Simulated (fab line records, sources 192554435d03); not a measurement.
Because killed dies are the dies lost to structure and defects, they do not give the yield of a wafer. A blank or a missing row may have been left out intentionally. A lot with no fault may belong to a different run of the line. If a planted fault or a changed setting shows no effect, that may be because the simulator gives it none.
Matching of chambers :: flow n5-finfet :: N5_BEOL_M5_ETCH_68 on rie-diel-05: 4 sister chambers
The step etches SOC in N2/H2, target depth 80 nm, overetch 16 nm, time 120 s. 8 wafers are shown with their chamber, then 9 later ones without.

WAFERS, EACH WITH ITS CHAMBER
wafer: L074.6
chamber: 1
showerhead-plenum-p-Torr (Torr): 2.59
drypump-motor-current-A (A): 6.0

wafer: L077.2
chamber: 3
showerhead-plenum-p-Torr (Torr): 2.63
drypump-motor-current-A (A): 5.8

wafer: L083.5
chamber: 3
showerhead-plenum-p-Torr (Torr): 2.63
drypump-motor-current-A (A): 5.8

wafer: L084.4
chamber: 0
showerhead-plenum-p-Torr (Torr): 2.44
drypump-motor-current-A (A): 5.1

wafer: L084.6
chamber: 2
showerhead-plenum-p-Torr (Torr): 2.45
drypump-motor-current-A (A): 5.0

wafer: L086.1
chamber: 0
showerhead-plenum-p-Torr (Torr): 2.43
drypump-motor-current-A (A): 5.1

wafer: L086.3
chamber: 1
showerhead-plenum-p-Torr (Torr): 2.59
drypump-motor-current-A (A): 5.9

wafer: L086.6
chamber: 2
showerhead-plenum-p-Torr (Torr): 2.45
drypump-motor-current-A (A): 5.1

WAFERS WHOSE CHAMBER IS MISSING
wafer: L088.1
showerhead-plenum-p-Torr (Torr): 2.44
drypump-motor-current-A (A): 5.1

wafer: L088.4
showerhead-plenum-p-Torr (Torr): 2.62
drypump-motor-current-A (A): 5.8

wafer: L088.5
showerhead-plenum-p-Torr (Torr): 2.62
drypump-motor-current-A (A): 5.8

wafer: L095.2
showerhead-plenum-p-Torr (Torr): 2.44
drypump-motor-current-A (A): 5.1

wafer: L095.5
showerhead-plenum-p-Torr (Torr): 2.43
drypump-motor-current-A (A): 5.1

wafer: L095.6
showerhead-plenum-p-Torr (Torr): 2.58
drypump-motor-current-A (A): 6.0

wafer: L097.2
showerhead-plenum-p-Torr (Torr): 2.62
drypump-motor-current-A (A): 5.8

wafer: L097.3
showerhead-plenum-p-Torr (Torr): 2.58
drypump-motor-current-A (A): 6.0

wafer: L097.6
showerhead-plenum-p-Torr (Torr): 2.42
drypump-motor-current-A (A): 5.1

EACH ONE'S CHAMBER
wafer: L088.1
from the rows above: can't be placed: 0 or 2
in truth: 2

wafer: L088.4
from the rows above: 3
in truth: 3

wafer: L088.5
from the rows above: 3
in truth: 3

wafer: L095.2
from the rows above: can't be placed: 0 or 2
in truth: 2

wafer: L095.5
from the rows above: 0
in truth: 0

wafer: L095.6
from the rows above: 1
in truth: 1

wafer: L097.2
from the rows above: 3
in truth: 3

wafer: L097.3
from the rows above: 1
in truth: 1

wafer: L097.6
from the rows above: 0
in truth: 0
Placed correctly: 7 of 9. Can't be placed from these rows: 2 (the true chamber is among the candidates in 2). Number placed wrongly: 0.
How it was worked out, from the rows above alone: a wafer's distance from a chamber is the root of the sum, over the readings, of the square of ((its reading less the chamber's mean) divided by the reading's scatter). The wafer belongs to the nearest chamber; if the next one is less than 2 further off, it can't be placed. For every chamber, the mean is computed from those of its wafers that are shown. The scatter is the square root of a quotient: the sum, over the shown wafers, of each reading's squared deviation from its chamber's mean, divided by wafers minus chambers.
